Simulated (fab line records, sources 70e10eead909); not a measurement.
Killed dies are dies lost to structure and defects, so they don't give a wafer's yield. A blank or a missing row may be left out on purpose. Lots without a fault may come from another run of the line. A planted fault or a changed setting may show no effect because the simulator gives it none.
One fault seen from 2 desks | flow nand_harc | each desk has only its own numbers; what lay behind them comes last

THE TOOL OWNER'S DESK: litho_track-01
The tool's own readings at NHARC_A_BLC_PEB_08 (peb time 65 s): means of the sampled wafers that have a number, for each lot that ran on this tool. A lot is out of limits, marked OUT, if its mean lies more than 4 standard deviations from the usual mean; the brackets give that distance.
Columns: A = heater_power_total_W at NHARC_A_BLC_PEB_08, usual 156.6 W
lot  | first seen here | A
L558 | day 22 10:52    | 157.1
L561 | day 23 02:24    | 156.9
L564 | day 25 02:25    | 156.7
L567 | day 26 08:23    | 156.8
L569 | day 27 05:38    | 163.1 (+16) OUT
L570 | day 28 04:57    | 162.9 (+16) OUT
L577 | day 30 13:20    | 156.7
L579 | day 31 02:32    | 156.6
This desk's finding: out of limits on L569, L570; first on L569, day 27 05:38 (heater_power_total_W at NHARC_A_BLC_PEB_08). In limits: L558, L561, L564, L567, L577, L579.

THE METROLOGY DESK
What the gauges read, lot by lot, whatever tool the lot ran on: means of the sampled wafers that have a number. A lot is out of limits, marked OUT, if its mean lies more than 4 standard deviations from the usual mean; the brackets give that distance.
Columns: A = cd_nm at NHARC_A_CONTACT_CD_MEAS_15, usual 190.2 nm; B = cd_nm at NHARC_A_BLC_CD_MEAS_10, usual 99.8 nm; C = overlay_x_nm at NHARC_A_BLC_OVL_MEAS_11, usual 0.1 nm; D = overlay_y_nm at NHARC_A_BLC_OVL_MEAS_11, usual -0.2 nm; E = cd_nm at NHARC_A_BLC_CD_MEAS_19, usual 100.8 nm
lot  | first seen here | A     | B               | C    | D    | E
L558 | day 22 08:01    | 189.4 | 99.0            | -0.3 | -1.1 | 99.2
L560 | day 22 21:23    | 189.5 | 100.7           | -0.9 | 0.8  | 102.0
L561 | day 22 23:40    | 190.5 | 99.9            | -0.7 | -1.1 | 100.4
L564 | day 24 22:50    | 190.5 | 98.9            | -0.3 | -0.6 | 101.0
L565 | day 25 14:38    | 189.4 | 100.0           | -0.3 | -0.1 | 102.5
L567 | day 26 05:38    | 189.6 | 99.6            | 1.3  | -0.3 | 103.5
L569 | day 27 02:53    | 190.3 | 95.8 (-6.0) OUT | 0.2  | 0.1  | 96.2
L570 | day 28 01:58    | 189.6 | 96.5 (-4.9) OUT | 1.3  | -0.2 | 99.2
L578 | day 30 04:02    | 190.9 | 99.5            | -0.8 | -0.6 | 98.9
L577 | day 30 10:26    | 189.6 | 99.5            | -1.2 | 0.5  | 100.7
L579 | day 30 23:38    | 190.9 | 99.8            | -0.1 | -1.5 | 98.1
L580 | day 32 18:22    | 190.4 | 100.7           | -0.3 | 0.3  | 100.6
This desk's finding: out of limits on L569, L570; first on L569, day 27 05:43 (cd_nm at NHARC_A_BLC_CD_MEAS_10). In limits: L558, L560, L561, L564, L565, L567, L578, L577, L579, L580.

PUT TOGETHER
The tool owner's desk could have raised an alarm at day 27 05:38, on L569, L570.
The metrology desk could have raised an alarm at day 27 05:43, on L569, L570.
Of the lots named, all ran NHARC_A_BLC_PEB_08 on litho_track-01.

WHAT THE SIMULATOR HAD PUT IN
Process parameter drift: litho_track-01, from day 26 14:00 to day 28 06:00, at NHARC_A_BLC_PEB_08. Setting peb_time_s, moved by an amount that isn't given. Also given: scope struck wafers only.
Lots struck among those shown: L569, L570.
Hours from the fault's start to each desk's first reading out of limits: the tool owner's desk, 16; the metrology desk, 16.
